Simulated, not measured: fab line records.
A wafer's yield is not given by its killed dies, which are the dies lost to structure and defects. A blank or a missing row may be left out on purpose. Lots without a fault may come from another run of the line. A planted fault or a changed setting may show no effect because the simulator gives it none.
Matching of chambers + flow nandHarc + NHARC_A_SGD_CUT_ETCH_58 on rieDiel-02: 4 sister chambers
The step etches the open film in CF4, target depth 39 nm, time 65 s. 4 wafers are shown with their chamber, then 10 later ones without.

== WAFERS PAIRED WITH THEIR CHAMBERS ==
| wafer  | chamber | showerheadPlenumPTorr (Torr) |
|--------|---------|------------------------------|
| L085.1 | 3       | 1.89                         |
| L085.3 | 1       | 1.87                         |
| L087.2 | 2       | 1.85                         |
| L087.4 | 0       | 1.78                         |

== WAFERS MISSING THEIR CHAMBER ==
| wafer  | showerheadPlenumPTorr (Torr) |
|--------|------------------------------|
| L087.6 | 1.85                         |
| L089.2 | 1.78                         |
| L089.3 | 1.86                         |
| L089.5 | 1.85                         |
| L090.1 | 1.86                         |
| L090.2 | 1.78                         |
| L090.6 | 1.85                         |
| L092.4 | 1.86                         |
| L092.5 | 1.78                         |
| L092.6 | 1.89                         |

== THE CHAMBER EACH PASSED THROUGH ==
| wafer  | from the rows above     | in truth |
|--------|-------------------------|----------|
| L087.6 | 2                       | 2        |
| L089.2 | 0                       | 0        |
| L089.3 | can't be placed: 1 or 2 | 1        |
| L089.5 | 2                       | 2        |
| L090.1 | can't be placed: 1 or 2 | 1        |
| L090.2 | 0                       | 0        |
| L090.6 | 2                       | 2        |
| L092.4 | can't be placed: 1 or 2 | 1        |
| L092.5 | 0                       | 0        |
| L092.6 | 3                       | 3        |
7 of 10 placed correctly. Not placeable from these rows: 3 (in 3, the candidates include the true chamber). Number placed wrongly: 0.
How it was worked out, from the rows above alone: a wafer's distance from a chamber is the root of the sum, over the readings, of the square of ((its reading less the chamber's mean) divided by the reading's scatter). If the next closest chamber is less than 2 further off than the closest, the wafer can't be placed; otherwise it belongs to the closest. For every chamber, the mean is computed from those of its wafers that are shown. The scatter: with one shown wafer a chamber, the root of the mean of the squares of how far each hidden wafer lies from its nearest shown one.
